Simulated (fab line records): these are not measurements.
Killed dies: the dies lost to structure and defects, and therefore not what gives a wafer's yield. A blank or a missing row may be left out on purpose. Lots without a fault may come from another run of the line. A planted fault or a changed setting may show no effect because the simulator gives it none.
Matching of chambers	flow n5_finfet	N5_MOL_CONTACT_COAG_VIA_ETCH_117 on rie_diel-02 has 4 sister chambers
The step etches SiO2 in C4F6/O2, target depth 40 nm, overetch 8 nm, time 26 s. 4 wafers are shown with their chamber, then 12 later ones without.

WAFERS, EACH WITH ITS CHAMBER
wafer	chamber	rf_vpp_V (V)
L089.3	0	1553
L092.1	3	1559
L092.2	2	1625
L092.5	1	1542

WAFERS WITH NO CHAMBER GIVEN
wafer	rf_vpp_V (V)
L093.1	1626
L093.3	1553
L093.4	1559
L095.1	1551
L095.2	1540
L095.3	1626
L096.1	1560
L096.4	1552
L096.5	1559
L097.2	1551
L097.4	1541
L097.5	1558

WHICH CHAMBER EACH ONE RAN IN
wafer	from the rows above	in truth
L093.1	2	2
L093.3	0	0
L093.4	3	3
L095.1	0	0
L095.2	1	1
L095.3	2	2
L096.1	3	3
L096.4	0	0
L096.5	3	3
L097.2	0	0
L097.4	1	1
L097.5	3	3
Correctly placed: 12 of 12. Not placeable from these rows: 0. Number placed wrongly: 0.
How it was worked out, from the rows above alone: a wafer's distance from a chamber is the root of the sum, over the readings, of the square of ((its reading less the chamber's mean) divided by the reading's scatter). The wafer belongs to the nearest chamber; if the next one is less than 2 further off, it can't be placed. Each chamber's mean is taken over the wafers shown for it. The scatter: with one shown wafer a chamber, the root of the mean of the squares of how far each hidden wafer lies from its nearest shown one.
